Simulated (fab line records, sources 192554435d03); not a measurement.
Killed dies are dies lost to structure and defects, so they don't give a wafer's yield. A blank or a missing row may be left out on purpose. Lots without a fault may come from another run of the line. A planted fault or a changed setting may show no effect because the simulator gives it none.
Split-lot experiment | flow n5_finfet | 7 lots, 21 wafers read, on a route of 1938 steps

THE SPLIT
At N5_BEOL_M6_ILD_DEP_00 (deposits SiCOH lowk from DEMS/porogen, target thk 179.75 nm, time 33.4 s), the setting time_s was moved away from the recipe's 33.4 s on 11 of the 21 wafers read, by -9.0% to +14.6%. The other wafers ran this setting at the recipe's value.

FROM THE SPLIT TO THE READING: what the file shows between them, 1 step
- N5_BEOL_M6_CURE_74: cures SiCOH lowk, time 240 s

THE READING
M6_ILD_THK, in nm, at N5_BEOL_M6_THK_MEAS_01. Fault-free wafers of this fab line usually give 154.3 nm, standard deviation 2 nm.

wafer  | tool, chamber at the split | time_s as run, s | against the recipe | M6_ILD_THK, nm | against lot-mates on the recipe
L076.4 | pecvd-03, 0                | 35.67            | +6.8%              | 165.9          | +5.8
L076.5 | pecvd-03, 1                | 35.67            | +6.8%              | 168.2          | +8.1
L076.6 | pecvd-03, 2                | 33.4             | recipe             | 160.1          | -
L079.2 | pecvd-03, 0                | 33.4             | recipe             | 153.0          | -
L079.3 | pecvd-03, 2                | 33.4             | recipe             | 154.8          | -
L079.4 | pecvd-03, 0                | 38.26            | +14.6%             | 179.6          | +25.7
L080.1 | pecvd-03, 1                | 30.79            | -7.8%              | 141.9          | -10.5
L080.3 | pecvd-03, 2                | 33.4             | recipe             | 152.4          | -
L080.6 | pecvd-03, 2                | 30.79            | -7.8%              | 143.5          | -8.9
L084.1 | pecvd-03, 2                | 33.4             | recipe             | 155.5          | -
L084.2 | pecvd-03, 0                | 35.97            | +7.7%              | 167.7          | +12.2
L084.4 | pecvd-03, 1                | 35.97            | +7.7%              | 170.0          | +14.5
L088.3 | pecvd-01, 2                | 37.34            | +11.8%             | 168.4          | +15.3
L088.4 | pecvd-01, 0                | 33.4             | recipe             | 153.1          | -
L088.5 | pecvd-01, 1                | 37.34            | +11.8%             | 173.7          | +20.6
L087.2 | pecvd-03, 0                | 33.4             | recipe             | 151.7          | -
L087.3 | pecvd-03, 1                | 33.4             | recipe             | 152.5          | -
L087.4 | pecvd-03, 1                | 33.4             | recipe             | 155.6          | -
L092.1 | pecvd-01, 2                | 30.41            | -9.0%              | 141.5          | -11.2
L092.2 | pecvd-01, 1                | 30.41            | -9.0%              | 143.8          | -8.9
L092.3 | pecvd-01, 0                | 33.4             | recipe             | 152.7          | -

THE FIT
A straight line over all 21 wafers: M6_ILD_THK changes by +1.56 nm for each +1% of time_s; r = +0.97; the points scatter about the line by 2.5 nm.
The same after taking each lot's own level away (the mean of its wafers on the recipe; 21 wafers): +1.43 nm for each +1%; r = +0.98; scatter 2.2 nm.
On that fit, the largest move of time_s shifts the reading by 21 nm.
The lots' own levels span 152.40 to 160.10 nm, that is 3.8 times the standard deviation above.
So the lot-to-lot level changes the slope little: the two slopes agree.
Check: with one of the wafers moved furthest among these (+14.6%) left out of the fit, the line predicts +20.3 nm for it against its lot-mates. It came out at +25.7 nm against them.

OTHER SPLITS ON THESE WAFERS
These wafers also went through other splits before the reading. Each is held against what the fit with the lots' levels taken away leaves over:
other split on the same wafers    | wafers away from the commonest value | r with M6_ILD_THK (lot level and that fit taken away)
N5_BEOL_M4_HM_STRIP_39 time_s     | 12                                   | +0.14
N5_BEOL_M5_HM_DEP_02 target_thk_a | 9                                    | +0.16
N5_BEOL_M5_COAT_59 temp_c         | 7                                    | -0.01

THE WHOLE CHAIN: every reading that the file lists as answering this split, in the file's order
step                   | what it does                                                             | reading                                                                                  | change (the file's fit)              | r (the file's)
N5_BEOL_M6_ILD_DEP_00  | deposits SiCOH lowk from DEMS/porogen, target thk 179.75 nm, time 33.4 s | SiCOH_lowk_of_BEOL_M6_ILD_DEP_00.thk_nm (the simulator's own value, which no gauge read) | +1.73 nm for each +1% of the setting | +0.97
N5_BEOL_M6_CURE_74     | cures SiCOH lowk, time 240 s                                             | SiCOH_lowk_of_BEOL_M6_ILD_DEP_00.thk_nm (the simulator's own value, which no gauge read) | +1.51 nm for each +1% of the setting | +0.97
N5_BEOL_M6_THK_MEAS_01 |                                                                          | M6_ILD_THK                                                                               | +1.51 for each +1% of the setting    | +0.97

THE FILE'S OWN FIT
M6_ILD_THK changes by +1.51 nm for each +1% of time_s, r = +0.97.
